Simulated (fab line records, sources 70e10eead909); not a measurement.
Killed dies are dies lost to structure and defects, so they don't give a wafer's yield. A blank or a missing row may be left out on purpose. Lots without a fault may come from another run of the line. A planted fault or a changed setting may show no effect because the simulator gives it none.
fab line records | flow nand_harc
record lots=24 wafers=72 last_day=34
route steps=1302 shown A_CHANNEL_HOLE_D2@597 A_CHANNEL_FILL_D2@612 A_STAIRCASE@650
lots that met no fault: from a run of the same line without faults
start_h: hours from the record's first day to the start of the lot's first wafer shown | wait_h: hours since the lot's step before | " the same as in the row above | L1.1+2: a row that stands for several wafers | - no value, or no start given | * or withheld: withheld | < > ~ a bound
route shown NAME@n: a module of which the file shows steps, and the number in the route of the first | usual: mean/standard deviation of fault-free wafers | same: alike in all rows | chamber/n: place in a boat | sites: the reading at each site | _std_site: their standard deviation | _edge_site: outer sites' mean less inner sites' | radius_mm: how far each site lies from the wafer's centre | mask NAME#n: copy n | behind: the tool/chamber that last shaped the wafer | hold: why the lot was held/for how many hours/how that ended | device: the transistor (n, p or np) that didn't switch | end of line: the same wafers' tests at the end of the route | a step without rows: its recipe alone | killed: dies lost to structure and defects at the first sort, not the wafer's yield | map: a wafer's dies, x killed, . not, _ none there
set.NAME: the setting as run; set.NAME@STEP: as run at that earlier step | model.NAME: the simulator's own value behind a step, which no gauge read
steps of the route over a sample of lots; a table a step, a row a wafer
services: from which hour (start_h, from the record's first day; less than 0 if before it) a tool's chamber was out of use, for how many hours, and why
## steps
# step NHARC_A_CHANNEL_HOLE_D2_ETCH_25
# recipe bias_v=5000 source_w=withheld pressure_mtorr=20 time_s=1040.2 ar_flow_sccm=375 c4f8_flow_sccm=93.8 o2_flow_sccm=31.2 temp_c=-20 target_depth_a=15000 chemistry=C4F8/O2/Ar
# usual drypump_motor_current_A=5.5/0.6 o2_flow_sccm=31.22/0.096 showerhead_plenum_p_Torr=3.62/0.078 throttle_valve_pct=32.236/0.01
# columns lot.wafer tool chamber start_h wait_h drypump_motor_current_A o2_flow_sccm rf_hours_counter_h showerhead_plenum_p_Torr throttle_valve_pct
L075.2 har_etch-02 0 311.20 0.6 6.4 31.26 351 3.73 32.237
L075.4 " 0 " " 6.4 31.14 - 3.73 32.232
L075.3 " 1 " " 4.9 31.28 - 3.73 32.231
L074.4 har_etch-01 0 323.34 0.7 5.9 31.08 - 3.60 32.234
L074.5 " 1 " " 5.0 31.33 - 3.58 32.235
L074.6 " 0 " " 5.9 31.04 - 3.60 32.258
L077.1 har_etch-02 1 323.52 0.7 4.9 31.12 363 3.72 32.235
L077.5 " 0 " " 6.3 31.07 - 3.73 32.236
L077.6 " 1 " " 4.9 31.11 - 3.72 32.247
L076.2 har_etch-02 0 327.69 0.7 6.4 31.19 359 3.73 32.230
L076.3 " 0 " " 6.4 31.20 - 3.73 32.222
L076.6 " 0 " " 6.4 31.15 - 3.73 32.229
L078.1 har_etch-01 0 338.93 0.7 5.9 31.18 178 3.59 32.237
L078.4 " 0 " " 5.9 31.07 - 3.59 32.252
L078.6 " 1 " " 4.9 31.23 - 3.57 32.243
L079.1 har_etch-02 1 339.82 0.7 4.9 31.26 378 3.72 32.236
L079.4 " 1 " " 4.9 31.29 - 3.72 32.243
L079.5 " 1 " " 4.9 31.34 - 3.72 32.244
L080.4 har_etch-01 1 355.81 0.7 5.0 31.29 - 3.56 32.222
L080.6 " 0 " " 5.9 31.24 - 3.58 32.233
L080.5 " 1 " " 5.0 31.21 - 3.56 32.236
L081.3 har_etch-01 1 373.52 0.7 5.0 31.26 - 3.56 32.230
L081.4 " 0 " " 5.9 31.42 - 3.58 32.233
L081.6 " 1 " " 5.0 31.21 - 3.56 32.233
L083.2 har_etch-01 0 386.22 0.7 5.9 31.26 209 3.57 32.231
L083.5 " 1 " " 5.0 31.11 - 3.55 32.247
L083.6 " 0 " " 5.9 31.21 - 3.57 32.239
L082.2 har_etch-01 0 390.22 0.6 5.9 31.16 213 3.57 32.237
L082.4 " 1 " " 4.9 31.17 - 3.55 32.235
L082.5 " 1 " " 4.9 31.16 - 3.55 32.234
L085.3 har_etch-02 1 406.21 0.7 4.9 31.19 - 3.70 32.229
L085.6 " 1 " " 4.9 31.20 - 3.70 32.241
L085.5 " 0 " " 6.3 31.25 - 3.70 32.249
L086.1 har_etch-01 0 408.40 0.6 5.9 31.25 228 3.56 32.233
L086.4 " 1 " " 5.0 31.43 - 3.54 32.226
L086.6 " 1 " " 5.0 31.46 - 3.54 32.246
L084.1 har_etch-02 1 410.06 0.6 4.9 31.21 14 3.70 32.232
L084.2 " 0 " " 6.4 31.01 14 3.70 32.232
L084.5 " 1 " " 4.9 31.25 - 3.70 32.244
L088.2 har_etch-02 0 446.56 0.6 6.4 31.19 29 3.69 32.251
L088.1 " 1 " " 4.9 31.36 29 3.69 32.239
L088.3 " 0 " " 6.4 31.17 - 3.69 32.235
L087.2 har_etch-01 0 447.69 0.7 5.9 31.31 247 3.55 32.222
L087.6 " 1 " " 5.0 31.28 - 3.53 32.234
L087.5 " 0 " " 5.9 31.20 - 3.55 32.256
L090.2 har_etch-02 1 454.31 0.6 4.9 31.15 33 3.69 32.240
L090.1 " 0 " " 6.3 31.25 33 3.69 32.240
L090.4 " 1 " " 4.9 31.07 - 3.69 32.250
L089.2 har_etch-01 1 455.00 0.6 5.0 31.31 251 3.53 32.237
L089.4 " 1 " " 5.0 31.28 - 3.53 32.227
L089.3 " 0 " " 5.9 31.26 - 3.55 32.241
L091.4 har_etch-02 1 480.55 0.7 4.9 31.27 - 3.68 32.226
L091.3 " 0 " " 6.3 31.30 - 3.68 32.207
L091.5 " 0 " " 6.3 31.22 - 3.68 32.240
L093.2 har_etch-01 0 483.53 0.6 5.9 31.14 266 3.54 32.248
L093.1 " 1 " " 5.0 31.02 266 3.52 32.233
L093.5 " 1 " " 5.0 31.23 - 3.52 32.221
L092.2 har_etch-02 1 484.44 0.6 4.9 31.02 52 3.68 32.230
L092.3 " 1 " " 4.9 31.02 - 3.67 32.235
L092.5 " 0 " " 6.4 31.16 - 3.68 32.226
L094.3 har_etch-02 1 496.86 0.7 4.9 31.25 - 3.67 32.223
L094.4 " 0 " " 6.4 31.29 - 3.67 32.243
L094.6 " 0 " " 6.3 31.19 - 3.67 32.227
L095.4 har_etch-01 0 508.27 0.7 5.9 31.18 - 3.54 32.243
L095.6 " 1 " " 5.0 31.24 - 3.52 32.201
L095.5 " 0 " " 5.9 31.10 - 3.53 32.232
L097.1 har_etch-01 1 524.49 0.7 5.0 31.26 293 3.51 32.237
L097.4 " 0 " " 5.9 31.22 - 3.53 32.240
L097.6 " 0 " " 5.9 31.24 - 3.53 32.245
L096.3 har_etch-01 1 528.78 0.7 5.0 31.34 - 3.51 32.236
L096.4 " 0 " " 5.9 31.06 - 3.53 32.240
L096.6 " 0 " " 5.9 31.23 - 3.53 32.223
# step NHARC_A_CHANNEL_HOLE_D2_CD_MEAS_31
# usual cd_nm=90.0/1.2
# columns lot.wafer tool chamber start_h wait_h cd_nm
L075.2 cd_sem-01 - 313.83 - 88.9
L075.3 " - " " 91.9
L075.4 " - " " 90.3
L074.4 cd_sem-03 - 325.54 - 89.7
L074.5 " - " " 89.9
L074.6 " - " " 91.7
L077.1 cd_sem-01 - 326.01 - 89.6
L077.5 " - " " 91.2
L077.6 " - " " 90.5
L076.2 cd_sem-02 - 330.15 - 91.4
L076.3 " - " " 90.7
L076.6 " - " " 91.8
L078.1 cd_sem-02 - 341.42 - 89.1
L078.4 " - " " 90.5
L078.6 " - " " 92.6
L079.1 cd_sem-03 - 342.28 - 89.9
L079.4 " - " " 90.0
L079.5 " - " " 90.5
L080.4 cd_sem-02 - 358.00 - 90.8
L080.5 " - " " 90.8
L080.6 " - " " 90.4
L081.3 cd_sem-02 - 375.86 - 92.3
L081.4 " - " " 89.5
L081.6 " - " " 87.9
L083.2 cd_sem-01 - 388.70 - 88.3
L083.5 " - " " 90.0
L083.6 " - " " 88.8
L082.2 cd_sem-02 - 392.85 - 89.4
L082.4 " - " " 90.0
L082.5 " - " " 89.2
L085.3 cd_sem-02 - 408.55 - 90.0
L085.5 " - " " 89.0
L085.6 " - " " 90.3
L086.1 cd_sem-02 - 411.02 - 88.4
L086.4 " - " " 90.0
L086.6 " - " " 91.0
L084.1 cd_sem-01 - 412.69 - 90.2
L084.2 " - " " 89.5
L084.5 " - " " 88.5
L088.1 cd_sem-01 - 449.19 - 89.6
L088.2 " - " " 89.7
L088.3 " - " " 90.0
L087.2 cd_sem-03 - 450.33 - 88.9
L087.5 " - " " 87.6
L087.6 " - " " 90.5
L090.1 cd_sem-03 - 456.92 - 90.9
L090.2 " - " " 88.8
L090.4 " - " " 89.4
L089.2 cd_sem-02 - 457.79 - 91.5
L089.3 " - " " 90.4
L089.4 " - " " 91.0
L091.3 cd_sem-02 - 482.89 - 91.7
L091.4 " - " " 90.1
L091.5 " - " " 91.6
L093.1 cd_sem-02 - 486.15 - 88.6
L093.2 " - " " 91.2
L093.5 " - " " 89.6
L092.2 cd_sem-02 - 487.06 - 90.3
L092.3 " - " " 88.0
L092.5 " - " " 89.6
L094.3 cd_sem-03 - 499.18 - 90.3
L094.4 " - " " 88.2
L094.6 " - " " 91.8
L095.4 cd_sem-03 - 510.61 - 90.7
L095.5 " - " " 92.2
L095.6 " - " " 90.6
L097.1 cd_sem-01 - 527.40 - 91.8
L097.4 " - " " 90.7
L097.6 " - " " 89.0
L096.3 cd_sem-02 - 531.12 - 88.3
L096.4 " - " " 89.6
L096.6 " - " " 89.1
# step NHARC_A_CHANNEL_FILL_D2_ALD_02
# recipe target_thk_a=60 pulse_time_s=10 ald_cycles=60 temp_c=300 material=SiO2
# usual heater_power_w=494/48 precursor_pulse_height_rel=0.999/0.019
# columns lot.wafer tool chamber start_h wait_h heater_power_w precursor_pulse_height_rel
L075.3 ald_hk-03 3 314.20 - 550 0.986
L075.4 " 1 " " 413 0.986
L075.2 " 2 " " 405 0.995
L074.4 ald_hk-03 1 325.98 - 421 1.008
L074.6 " 0 " " 438 0.995
L074.5 " 1 " " 423 0.997
L077.1 ald_hk-02 1 326.39 - 492 0.969
L077.5 " 1 " " 491 0.999
L077.6 " 2 " " 513 1.021
L076.2 ald_hk-03 0 330.53 - 448 1.021
L076.3 " 3 " " 556 0.997
L076.6 " 1 " " 416 0.985
L078.4 ald_hk-02 2 341.79 - 497 1.025
L078.1 " 1 " " 500 0.993
L078.6 " 3 " " 537 0.998
L079.1 ald_hk-04 0 342.68 - 551 0.953
L079.4 " 3 " " 475 1.000
L079.5 " 0 " " 558 0.994
L080.4 ald_hk-03 0 358.58 - 444 0.981
L080.6 " 1 " " 417 0.985
L080.5 " 2 " " 412 1.003
L081.3 ald_hk-02 2 376.37 - 501 0.990
L081.4 " 3 " " 529 1.006
L081.6 " 1 " " 489 0.980
L083.2 ald_hk-02 1 389.14 - 485 0.964
L083.6 " 0 " " 500 1.005
L083.5 " 1 " " 477 0.991
L082.4 ald_hk-04 1 393.31 - 478 0.981
L082.2 " 3 " " 466 0.975
L082.5 " 0 " " 552 1.019
L085.3 ald_hk-04 2 408.93 - 531 0.985
L085.5 " 2 " " 529 1.025
L085.6 " 3 " " 483 0.984
L086.4 ald_hk-04 0 411.49 - 565 0.981
L086.1 " 1 " " 464 0.983
L086.6 " 0 " " 556 0.975
L084.1 ald_hk-04 0 413.07 - 574 1.001
L084.2 " 1 " " 486 1.015
L084.5 " 1 " " 463 0.987
L088.2 ald_hk-04 1 449.87 - 452 0.998
L088.3 " 3 " " 458 0.975
L088.1 " 0 " " 542 0.962
L087.2 ald_hk-04 2 450.78 - 549 0.993
L087.6 " 1 " " 451 1.013
L087.5 " 2 " " 557 0.974
L090.4 ald_hk-02 3 457.38 - 548 1.030
L090.1 " 0 " " 511 1.003
L090.2 " 1 " " 481 1.040
L089.3 ald_hk-04 2 458.17 - 548 1.018
L089.2 " 3 " " 453 1.005
L089.4 " 1 " " 454 0.993
L091.4 ald_hk-03 1 483.27 - 437 1.005
L091.3 " 3 " " 540 1.006
L091.5 " 2 " " 430 1.002
L093.2 ald_hk-02 2 489.03 - 526 0.990
L093.1 " 3 " " 539 1.005
L093.5 " 2 " " 516 0.994
L092.2 ald_hk-03 0 489.27 - 425 1.013
L092.3 " 1 " " 429 0.990
L092.5 " 3 " " 548 1.033
L094.3 ald_hk-04 2 499.70 - 554 1.009
L094.4 " 3 " " 454 1.026
L094.6 " 1 " " 456 1.002
L095.4 ald_hk-04 2 510.97 - 540 1.004
L095.6 " 2 " " 551 1.016
L095.5 " 3 " " 446 1.016
L097.1 ald_hk-04 1 529.16 - 462 1.019
L097.4 " 2 " " 562 1.005
L097.6 " 3 " " 458 0.986
L096.4 ald_hk-04 2 531.58 - 553 1.026
L096.3 " 0 " " 571 1.020
L096.6 " 1 " " 456 1.005
# step NHARC_A_CHANNEL_FILL_D2_ALD_03
# recipe target_thk_a=60 pulse_time_s=60 ald_cycles=58 temp_c=630 pressure_torr=2 material=SiNx
# usual precursor_pulse_height_rel=0.999/0.017
# columns lot.wafer tool chamber start_h wait_h precursor_pulse_height_rel
L075.2 ald_sin_batch-03 0 - - 0.980
L075.3 " 0 " " 1.018
L075.4 " 0 " " 0.996
L074.4 ald_sin_batch-02 0 - - 1.015
L074.5 " 0 " " 0.994
L074.6 " 0 " " 1.009
L077.1 ald_sin_batch-02 0 - - 1.007
L077.5 " 0 " " 0.999
L077.6 " 0 " " 0.991
L076.2 ald_sin_batch-01 0 - - 1.011
L076.3 " 0 " " 0.985
L076.6 " 0 " " 0.990
L078.1 ald_sin_batch-01 0 - - 0.988
L078.4 " 0 " " 0.997
L078.6 " 0 " " 0.982
L079.1 ald_sin_batch-01 0 - - 1.004
L079.4 " 0 " " 1.000
L079.5 " 0 " " 0.986
L080.4 ald_sin_batch-03 0 - - 0.971
L080.5 " 0 " " 1.003
L080.6 " 0 " " 1.016
L081.3 ald_sin_batch-02 0 - - 1.037
L081.4 " 0 " " 1.015
L081.6 " 0 " " 1.039
L083.2 ald_sin_batch-01 0 - - 1.005
L083.5 " 0 " " 0.985
L083.6 " 0 " " 1.006
L082.2 ald_sin_batch-01 0 - - 0.989
L082.4 " 0 " " 1.000
L082.5 " 0 " " 1.011
L085.3 ald_sin_batch-03 0 - - 0.989
L085.5 " 0 " " 0.985
L085.6 " 0 " " 0.999
L086.1 ald_sin_batch-03 0 - - 1.012
L086.4 " 0 " " 0.984
L086.6 " 0 " " 1.000
L084.1 ald_sin_batch-01 0 - - 0.951
L084.2 " 0 " " 1.001
L084.5 " 0 " " 0.987
L087.2 ald_sin_batch-01 0 - - 1.007
L087.5 " 0 " " 0.952
L087.6 " 0 " " 1.040
L088.1 ald_sin_batch-01 0 - - 0.999
L088.2 " 0 " " 0.986
L088.3 " 0 " " 1.020
L089.2 ald_sin_batch-02 0 - - 1.018
L089.3 " 0 " " 0.991
L089.4 " 0 " " 1.024
L090.1 ald_sin_batch-02 0 - - 1.007
L090.2 " 0 " " 1.010
L090.4 " 0 " " 1.022
L091.3 ald_sin_batch-02 0 - - 1.024
L091.4 " 0 " " 0.979
L091.5 " 0 " " 0.981
L092.2 ald_sin_batch-01 0 - - 0.991
L092.3 " 0 " " 0.998
L092.5 " 0 " " 0.974
L093.1 ald_sin_batch-01 0 - - 1.006
L093.2 " 0 " " 1.015
L093.5 " 0 " " 0.975
L094.3 ald_sin_batch-03 0 - - 1.005
L094.4 " 0 " " 1.020
L094.6 " 0 " " 0.984
L095.4 ald_sin_batch-02 0 - - 1.011
L095.5 " 0 " " 1.001
L095.6 " 0 " " 0.989
L097.1 ald_sin_batch-02 0 - - 0.987
L097.4 " 0 " " 0.986
L097.6 " 0 " " 1.024
L096.3 ald_sin_batch-01 0 - - 0.998
L096.4 " 0 " " 0.992
L096.6 " 0 " " 0.992
# step NHARC_A_CHANNEL_FILL_D2_RTA_24
# recipe temp_c=1000 time_s=5
# usual anneal_temp_c_max=1004.0/1.7 lamp_power_pct=30.0/0.39 lamp_zone_2_pct=30.0/0.39 lamp_zone_5_pct=30.0/0.39 wafer_temp_C_max=1005.6/2.1
# columns lot.wafer tool chamber start_h wait_h anneal_temp_c_max lamp_power_pct lamp_zone_2_pct lamp_zone_5_pct wafer_temp_C_max
L075.2 rtp_anneal-02 0 364.58 0.1 1001.8 30.3 30.3 30.2 1003.0
L075.3 " 0 " " 1002.0 30.2 30.3 30.3 1004.1
L075.4 " 0 " " 1002.2 30.3 30.3 30.2 1004.6
L074.4 rtp_anneal-02 0 375.51 0.6 1002.0 30.3 30.4 30.3 1006.0
L074.5 " 0 " " 1003.2 30.3 30.4 30.3 1004.6
L074.6 " 0 " " 1004.2 30.4 30.3 30.3 1003.9
L077.1 rtp_anneal-02 0 378.72 0.1 1003.1 30.4 30.4 30.3 1004.4
L077.5 " 0 " " 1004.0 30.3 30.3 30.3 1002.9
L077.6 " 0 " " 1003.0 30.3 30.3 30.4 1004.5
L076.2 rtp_anneal-02 0 378.92 0.2 1002.1 30.3 30.3 30.3 1005.4
L076.3 " 0 " " 1002.4 30.3 30.3 30.3 1004.5
L076.6 " 0 " " 1002.5 30.3 30.3 30.3 1003.8
L078.1 rtp_anneal-01 0 389.73 0.0 1004.9 29.4 29.5 29.4 1006.8
L078.4 " 0 " " 1005.0 29.4 29.5 29.5 1009.8
L078.6 " 0 " " 1005.6 29.5 29.5 29.5 1007.6
L079.1 rtp_anneal-02 0 389.74 0.0 1002.6 30.3 30.4 30.3 1003.5
L079.4 " 0 " " 1003.4 30.3 30.3 30.3 1003.5
L079.5 " 0 " " 1003.4 30.3 30.3 30.3 1005.6
L080.4 rtp_anneal-01 0 406.58 0.1 1006.7 29.5 29.5 29.5 1008.9
L080.5 " 0 " " 1005.1 29.4 29.5 29.5 1008.4
L080.6 " 0 " " 1005.5 29.5 29.5 29.5 1008.5
L081.3 rtp_anneal-02 0 428.85 0.1 1004.1 30.3 30.3 30.3 1002.8
L081.4 " 0 " " 1002.8 30.3 30.3 30.4 1002.6
L081.6 " 0 " " 1003.9 30.3 30.3 30.4 1003.6
L083.2 rtp_anneal-02 0 441.16 0.1 1002.8 30.3 30.3 30.3 1004.4
L083.5 " 0 " " 1003.4 30.3 30.3 30.4 1005.5
L083.6 " 0 " " 1003.3 30.3 30.3 30.3 1004.3
L082.2 rtp_anneal-01 0 441.28 0.2 1004.8 29.5 29.5 29.5 1008.4
L082.4 " 0 " " 1006.8 29.5 29.5 29.5 1007.7
L082.5 " 0 " " 1006.3 29.5 29.5 29.5 1007.6
L086.1 rtp_anneal-01 0 457.95 0.0 1005.6 29.5 29.4 29.5 1010.3
L086.4 " 0 " " 1006.8 29.5 29.5 29.5 1009.5
L086.6 " 0 " " 1006.9 29.4 29.5 29.5 1006.2
L085.3 rtp_anneal-02 0 458.11 0.1 1003.2 30.3 30.3 30.3 1002.4
L085.5 " 0 " " 1003.2 30.3 30.3 30.3 1004.0
L085.6 " 0 " " 1002.2 30.3 30.3 30.3 1004.7
L084.1 rtp_anneal-02 0 464.00 0.0 1003.0 30.3 30.3 30.4 1004.7
L084.2 " 0 " " 1002.3 30.3 30.3 30.3 1004.8
L084.5 " 0 " " 1003.6 30.3 30.3 30.3 1004.8
L088.1 rtp_anneal-02 0 497.19 0.0 1004.5 30.3 30.3 30.3 1003.4
L088.2 " 0 " " 1003.1 30.3 30.3 30.3 1003.3
L088.3 " 0 " " 1003.8 30.3 30.4 30.3 1004.2
L087.2 rtp_anneal-02 0 497.39 0.2 1002.6 30.3 30.4 30.3 1005.3
L087.5 " 0 " " 1002.8 30.2 30.3 30.3 1003.5
L087.6 " 0 " " 1003.7 30.3 30.3 30.3 1004.0
L090.1 rtp_anneal-02 0 505.18 0.0 1003.9 30.3 30.4 30.3 1003.8
L090.2 " 0 " " 1001.9 30.3 30.3 30.3 1003.7
L090.4 " 0 " " 1002.8 30.3 30.3 30.3 1002.5
L089.2 rtp_anneal-02 0 508.76 0.1 1002.4 30.4 30.4 30.3 1004.9
L089.3 " 0 " " 1002.9 30.3 30.3 30.3 1005.5
L089.4 " 0 " " 1001.8 30.3 30.3 30.3 1005.6
L091.3 rtp_anneal-02 0 531.44 0.1 1004.4 30.3 30.2 30.2 1003.0
L091.4 " 0 " " 1004.0 30.3 30.2 30.3 1004.6
L091.5 " 0 " " 1002.6 30.3 30.3 30.2 1004.3
L093.1 rtp_anneal-01 0 536.82 0.0 1004.2 29.5 29.5 29.5 1006.7
L093.2 " 0 " " 1008.1 29.5 29.5 29.5 1007.3
L093.5 " 0 " " 1006.7 29.5 29.5 29.5 1005.8
L092.2 rtp_anneal-01 0 537.02 0.2 1005.2 29.6 29.5 29.5 1006.7
L092.3 " 0 " " 1006.7 29.5 29.5 29.5 1007.2
L092.5 " 0 " " 1007.7 29.6 29.5 29.5 1007.6
L094.3 rtp_anneal-02 0 547.46 0.3 1004.0 30.3 30.3 30.3 1003.7
L094.4 " 0 " " 1003.0 30.3 30.3 30.3 1003.4
L094.6 " 0 " " 1003.7 30.3 30.3 30.3 1005.7
L095.4 rtp_anneal-01 0 558.94 0.1 1005.7 29.5 29.5 29.5 1012.2
L095.5 " 0 " " 1007.4 29.5 29.5 29.4 1006.3
L095.6 " 0 " " 1006.6 29.5 29.5 29.4 1009.3
L097.1 rtp_anneal-01 0 575.84 0.0 1005.3 29.5 29.5 29.5 1009.1
L097.4 " 0 " " 1008.4 29.5 29.5 29.4 1009.7
L097.6 " 0 " " 1005.7 29.5 29.5 29.5 1008.3
L096.3 rtp_anneal-02 0 579.41 0.1 1002.5 30.3 30.3 30.3 1005.5
L096.4 " 0 " " 1002.9 30.3 30.3 30.3 1003.9
L096.6 " 0 " " 1002.4 30.3 30.3 30.3 1003.3
# step NHARC_A_STAIRCASE_DESCUM_168
# recipe time_s=3 o2_flow_sccm=200 ar_flow_sccm=0 bias_power_w=0 chemistry=O2
# usual drypump_motor_current_A=5.9/0.31 o2_flow_sccm=199.9/0.56 oes_product_au=0.998/0.01 rf_vpp_V=57.6/0.94 showerhead_plenum_p_Torr=1.87/0.087 throttle_valve_pct=11.311/0.009
# columns lot.wafer tool chamber start_h wait_h drypump_motor_current_A o2_flow_sccm oes_product_au rf_hours_counter_h rf_vpp_V showerhead_plenum_p_Torr throttle_valve_pct
L075.2 rie_diel-04 0 365.66 - 5.7 200.6 1.008 0 57.8 1.80 11.313
L075.4 " 1 " " 5.9 199.6 0.994 0 57.2 1.84 11.315
L075.3 " 3 " " 6.1 200.1 0.988 0 57.5 1.78 11.318
L074.4 rie_diel-06 3 376.89 - 5.7 200.0 1.006 - 57.8 2.07 11.307
L074.5 " 0 " " 5.2 200.2 1.003 - 57.2 1.92 11.307
L074.6 " 2 " " 6.2 200.2 0.979 - 56.3 1.85 11.304
L077.1 rie_diel-04 2 379.99 - 6.1 199.7 0.990 4 56.1 1.82 11.305
L077.5 " 3 " " 6.1 200.1 0.993 - 58.1 1.78 11.302
L077.6 " 0 " " 5.6 200.2 1.003 - 57.6 1.80 11.305
L076.2 rie_diel-04 0 380.36 - 5.6 199.5 0.992 5 58.7 1.80 11.322
L076.3 " 2 " " 6.1 200.2 0.986 4 57.4 1.82 11.299
L076.6 " 0 " " 5.6 199.9 0.983 - 56.8 1.80 11.314
L078.1 rie_diel-04 1 390.87 - 5.9 199.6 0.995 7 57.4 1.83 11.298
L078.4 " 2 " " 6.1 200.2 0.973 7 56.0 1.82 11.319
L078.6 " 0 " " 5.7 200.1 1.009 - 57.7 1.80 11.320
L079.1 rie_diel-06 2 391.01 - 6.2 199.9 0.986 22 56.5 1.84 11.294
L079.4 " 0 " " 5.2 200.0 0.985 22 57.5 1.92 11.309
L079.5 " 2 " " 6.2 199.6 0.984 - 57.9 1.84 11.313
L080.4 rie_diel-02 1 407.71 - 5.8 200.5 1.006 2 57.6 1.83 11.313
L080.6 " 1 " " 5.8 201.0 0.999 - 56.6 1.83 11.301
L080.5 " 2 " " 6.1 199.6 1.008 - 56.8 1.93 11.316
L081.4 rie_diel-06 1 430.37 - 6.0 199.4 1.011 17 58.6 1.98 11.322
L081.3 " 2 " " 6.2 199.3 0.984 34 58.2 1.84 11.308
L081.6 " 0 " " 5.2 200.1 0.986 - 57.6 1.91 11.324
L083.2 rie_diel-02 0 442.29 - 5.9 200.5 0.995 11 56.5 1.79 11.296
L083.5 " 1 " " 5.8 200.0 0.999 - 58.2 1.83 11.319
L083.6 " 2 " " 6.1 199.5 1.016 - 59.5 1.92 11.320
L082.4 rie_diel-06 1 442.52 - 6.0 199.0 1.023 19 59.4 1.97 11.308
L082.2 " 2 " " 6.2 199.7 0.985 36 58.1 1.84 11.317
L082.5 " 1 " " 6.0 199.2 1.013 - 56.6 1.97 11.309
L086.1 rie_diel-06 1 459.22 - 6.0 200.7 1.003 27 58.5 1.97 11.321
L086.4 " 2 " " 6.2 199.7 0.983 46 58.1 1.84 11.320
L086.6 " 3 " " 5.8 199.0 1.003 - 58.0 2.06 11.332
L085.3 rie_diel-02 0 459.40 - 5.9 200.8 0.980 11 57.5 1.79 11.317
L085.6 " 2 " " 6.1 199.3 1.006 - 58.6 1.92 11.309
L085.5 " 3 " " 6.1 201.1 0.992 - 57.7 1.79 11.308
L084.1 rie_diel-04 3 465.14 - 6.1 199.1 0.996 34 56.5 1.77 11.311
L084.2 " 0 " " 5.7 199.8 1.008 30 57.5 1.79 11.304
L084.5 " 1 " " 5.9 198.5 1.002 - 57.1 1.83 11.310
L088.3 rie_diel-06 2 498.44 - 6.2 200.1 0.990 0 56.0 1.83 11.308
L088.1 " 3 " " 5.8 199.5 1.005 0 58.0 2.06 11.308
L088.2 " 0 " " 5.1 200.1 0.997 0 58.2 1.91 11.304
L087.2 rie_diel-04 3 498.63 - 6.1 200.1 0.983 45 57.3 1.77 11.305
L087.6 " 0 " " 5.6 200.7 1.003 - 56.2 1.79 11.328
L087.5 " 1 " " 5.9 199.7 1.016 - 58.7 1.82 11.299
L090.2 rie_diel-02 2 506.43 - 6.1 199.6 1.017 31 58.3 1.92 11.322
L090.1 " 3 " " 6.2 200.1 0.986 33 57.4 1.79 11.308
L090.4 " 1 " " 5.8 201.0 1.002 31 58.6 1.82 11.308
L089.2 rie_diel-04 3 509.85 - 6.1 199.7 0.994 48 55.9 1.77 11.313
L089.3 " 1 " " 5.9 200.2 1.015 43 58.0 1.82 11.325
L089.4 " 0 " " 5.6 200.0 1.008 - 55.8 1.79 11.325
L091.4 rie_diel-02 0 532.71 - 6.0 200.3 1.003 31 56.3 1.79 11.292
L091.3 " 1 " " 5.8 198.9 0.996 38 56.7 1.82 11.320
L091.5 " 3 " " 6.1 200.4 0.993 - 56.9 1.79 11.301
L093.1 rie_diel-06 0 540.15 - 5.2 200.1 0.989 9 57.9 1.90 11.315
L093.2 " 1 " " 6.0 200.6 1.010 13 58.9 1.97 11.317
L093.5 " 1 " " 6.0 200.3 1.007 - 58.1 1.96 11.314
L092.3 rie_diel-06 0 540.22 - 5.2 199.9 0.988 9 57.9 1.90 11.309
L092.2 " 1 " " 6.0 200.0 1.013 13 57.3 1.96 11.292
L092.5 " 2 " " 6.2 199.6 0.997 - 56.9 1.83 11.306
L094.4 rie_diel-02 2 548.62 - 6.1 199.4 1.012 46 58.2 1.91 11.324
L094.3 " 3 " " 6.1 199.1 1.000 48 57.3 1.78 11.331
L094.6 " 1 " " 5.8 199.8 1.009 - 58.3 1.82 11.321
L095.4 rie_diel-02 1 560.10 - 5.8 199.7 1.002 45 59.5 1.81 11.314
L095.6 " 1 " " 5.8 200.1 1.005 - 56.2 1.81 11.307
L095.5 " 2 " " 6.1 200.2 1.003 - 59.0 1.91 11.304
L097.1 rie_diel-06 3 577.08 - 5.8 199.7 1.005 29 56.3 2.05 11.328
L097.4 " 0 " " 5.2 199.6 0.979 17 58.7 1.90 11.322
L097.6 " 0 " " 5.2 199.4 0.992 - 57.6 1.90 11.317
L096.4 rie_diel-06 2 580.50 - 6.2 200.2 1.000 31 58.5 1.82 11.325
L096.3 " 3 " " 5.8 199.9 1.009 30 58.0 2.05 11.321
L096.6 " 1 " " 6.0 199.3 1.013 - 59.2 1.96 11.321
## services
# columns tool chamber start_h hours kind
rie_diel-06 - 308.34 9.0 pm
rie_diel-02 3 334.95 6.6 repair
ald_hk-02 - 351.11 10.0 pm
rie_diel-04 - 355.18 9.0 pm
rtp_anneal-01 - 372.00 12.0 pm
har_etch-02 - 377.00 17.0 pm
ald_hk-03 - 391.35 10.0 pm
rie_diel-02 - 393.77 9.0 pm
ald_hk-04 - 435.58 10.0 pm
rie_diel-06 - 485.34 9.0 pm
rie_diel-02 2 500.57 1.9 repair
ald_sin_batch-01 - 506.21 26.0 pm
rie_diel-04 2 506.47 6.2 repair
ald_hk-04 - 510.36 0.5 repair
har_etch-01 - 518.55 0.8 repair
rie_diel-06 0 524.67 9.9 repair
rie_diel-04 - 532.18 9.0 pm
rie_diel-06 1 551.05 2.3 repair
har_etch-01 1 559.60 - consumable_replace:esc
har_etch-01 1 559.60 17.0 scheduled_down
har_etch-01 1 559.60 17.0 vent_cycle
rie_diel-06 0 565.19 10.4 repair
ald_sin_batch-01 - 570.76 102.2 repair
rie_diel-02 - 573.36 9.0 pm
## key
fault none
